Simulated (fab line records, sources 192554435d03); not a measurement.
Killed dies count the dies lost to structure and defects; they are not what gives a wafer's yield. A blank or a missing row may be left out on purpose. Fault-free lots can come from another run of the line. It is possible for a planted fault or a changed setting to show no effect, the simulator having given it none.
fab line records ; flow n5Finfet
record lots=7; wafers=21
route steps=1938 shown BEOL_M15@1809 PASSIVATION@1915
startH: start of the lot's first displayed wafer, in hours after the record's first day ; waitH: hours since the lot's step before ; " same as the row above ; L1.1+2: one row covering several wafers at once ; - value missing, or start not given ; * or withheld: withheld ; < > ~ a bound
route shown NAME@n: NAME is a module with steps in the file, n the number in the route of the first one ; usual: mean and standard deviation over wafers with no fault ; same: alike in all rows ; chamber/n: place in a boat ; sites: per-site readings ; _std_site: standard deviation across them ; _edge_site: outer sites' mean less inner sites' ; radiusMm: for every site, how far away it sits from the centre of the wafer ; mask NAME#n: copy n ; behind: the tool/chamber that last shaped the wafer ; hold: why the lot was held/for how many hours/how that ended ; device: whichever transistor did not switch (one of n, p or np) ; end of line: tests run on the same wafers once the route is complete ; step lacking rows: just its recipe ; killed: dies that structure and defects cost at the first sort, which is not the same as the wafer's yield ; map: dies across one wafer; x = killed, . = not, _ = none there
set.NAME: the setting the step ran with; set.NAME@STEP: the setting that earlier step ran with ; model.NAME: the simulator's own value behind a step, which no gauge read
lots whose settings were changed on purpose; a table a step, a row a wafer
## steps
# step N5_BEOL_M15_TRENCH_ETCH_34
# recipe chemistry=C4F8/O2/Ar; target=SiO2; targetDepthA=8729.3; heInnerTorr=15; heOuterTorr=30; timeS=199; ionEnergyEv=800; pressureMtorr=20; sourceW=1905; biasW=2040; Ar_flow_sccm=400; C4F8_flow_sccm=16; O2_flow_sccm=12
lot.wafer;tool;chamber;startH;waitH;set.biasW;set.spinRpm@BEOL_M15_COAT_22;model.coat_of_BEOL_M15_COAT_22.thkNm
L076.2;rieDiel-02;3;277.48;0.0;2040;1761;524.4
L076.4;rieDiel-02;1;277.48;0.0;2040;1704;549
L076.6;rieDiel-02;2;277.48;0.0;2040;1704;550.4
L078.1;rieDiel-03;1;278.57;0.0;2356;1849;506.6
L078.3;rieDiel-03;0;278.57;0.0;2040;1704;544.6
L078.5;rieDiel-03;0;278.57;0.0;2040;1704;542.6
L077.2;rieDiel-03;1;279.86;0.0;2040;1704;541.4
L077.3;rieDiel-03;2;279.86;0.0;2040;1704;541.8
L077.5;rieDiel-03;3;279.86;0.0;2040;1704;548.4
L079.3;rieDiel-04;2;292.88;0.0;2040;1704;545.2
L079.4;rieDiel-04;3;292.88;0.0;2040;1704;545.8
L079.6;rieDiel-04;1;292.88;0.0;2040;1704;549.8
L083.2;rieDiel-02;2;307.81;0.0;2040;1843;523.6
L083.3;rieDiel-02;1;307.81;0.0;2040;1704;554.6
L083.6;rieDiel-02;1;307.81;0.0;2040;1704;552.6
L093.2;rieDiel-02;0;378.20;0.0;2040;1704;551.4
L093.4;rieDiel-02;3;378.20;0.0;2040;1704;541.4
L093.6;rieDiel-02;0;378.20;0.0;2040;1704;549.6
L096.2;rieDiel-04;2;384.07;0.0;2040;1704;545
L096.3;rieDiel-04;0;384.07;0.0;2040;1652;552.8
L096.6;rieDiel-04;0;384.07;0.0;2040;1652;552
# step N5_PASSIVATION_PECVD_53
# recipe material=SiO2; targetThkA=8000; tempC=400; precursor=TEOS/O2; pressureTorr=6.5; rfW=withheld; teosFlowSccm=withheld; gas=O2; flowSccm=2650; timeS=169.4
lot.wafer;tool;chamber;startH;waitH;set.tempC;model.SiO2_of_PASSIVATION_PECVD_53.thkNm
L076.2;pecvd-01;0;294.12;0.0;400;797
L076.4;pecvd-01;2;294.12;0.0;400;801.4
L076.6;pecvd-01;0;294.12;0.0;400;793.8
L078.1;pecvd-01;2;294.54;0.0;400;786.8
L078.3;pecvd-01;1;294.54;0.0;391.4;835
L078.5;pecvd-01;0;294.54;0.0;400;810.4
L077.2;pecvd-02;0;300.13;0.0;400;789.2
L077.3;pecvd-02;1;300.13;0.0;393.7;815.8
L077.5;pecvd-02;1;300.13;0.0;400;795
L079.3;pecvd-01;1;308.09;0.0;400;807.6
L079.4;pecvd-01;0;308.09;0.0;400;821
L079.6;pecvd-01;2;308.09;0.0;400;806.8
L083.2;pecvd-02;1;321.10;0.0;404.8;761.6
L083.3;pecvd-02;2;321.10;0.0;404.8;767.2
L083.6;pecvd-02;0;321.10;0.0;400;796.4
L093.2;pecvd-01;2;391.15;0.0;409.8;734.4
L093.4;pecvd-01;2;391.15;0.0;400;799.8
L093.6;pecvd-01;1;391.15;0.0;409.8;759.2
L096.2;pecvd-03;1;398.87;0.0;400;809.2
L096.3;pecvd-03;0;398.87;0.0;400;785.2
L096.6;pecvd-03;0;398.87;0.0;400;798
# step N5_PASSIVATION_PECVD_35
# recipe material=SiNx; targetThkA=7000; tempC=400; precursor=SiH4/NH3/N2; pressureTorr=4.9; rfW=1406; timeS=151.3
lot.wafer;tool;chamber;startH;waitH;set.timeS;model.SiNx_of_PASSIVATION_PECVD_35.thkNm
L076.2;pecvd-01;0;294.24;0.1;151.3;711
L076.4;pecvd-01;2;294.24;0.1;151.3;711.6
L076.6;pecvd-01;0;294.24;0.1;151.3;712
L078.1;pecvd-01;2;294.65;0.1;167.7;767
L078.3;pecvd-01;1;294.65;0.1;151.3;691.4
L078.5;pecvd-01;0;294.65;0.1;167.7;787.8
L077.2;pecvd-02;0;300.24;0.1;151.3;680.6
L077.3;pecvd-02;1;300.24;0.1;151.3;684.8
L077.5;pecvd-02;1;300.24;0.1;151.3;693
L079.3;pecvd-01;1;308.21;0.1;151.3;694.2
L079.4;pecvd-01;0;308.21;0.1;151.3;720.2
L079.6;pecvd-01;2;308.21;0.1;151.3;705.6
L083.2;pecvd-02;1;321.21;0.1;158.7;732
L083.3;pecvd-02;2;321.21;0.1;151.3;684.2
L083.6;pecvd-02;0;321.21;0.1;158.7;734
L093.2;pecvd-01;2;391.26;0.1;151.3;704.6
L093.4;pecvd-01;2;391.26;0.1;151.3;712.4
L093.6;pecvd-01;1;391.26;0.1;151.3;708.4
L096.2;pecvd-03;1;398.99;0.1;133.4;604.2
L096.3;pecvd-03;0;398.99;0.1;151.3;690.4
L096.6;pecvd-03;0;398.99;0.1;133.4;608
## key
split step=N5_BEOL_M15_TRENCH_ETCH_34; setting=biasW; stated=2040; by=wafer
response none clear
split step=N5_PASSIVATION_PECVD_53; setting=tempC; stated=400; by=wafer
response step=N5_PASSIVATION_PECVD_53; reading=model.SiO2_of_PASSIVATION_PECVD_53.thkNm; change=-19.5; per=1%; r=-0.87
split step=N5_PASSIVATION_PECVD_35; setting=timeS; stated=151.3; by=wafer
response step=N5_PASSIVATION_PECVD_35; reading=model.SiNx_of_PASSIVATION_PECVD_35.thkNm; change=+7.71; per=1%; r=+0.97
split outsideThisFile step=N5_BEOL_M15_COAT_22 setting=spinRpm
# split outsideThisFile: this setting was split too, and the file shows its column; the key of that split is in another file
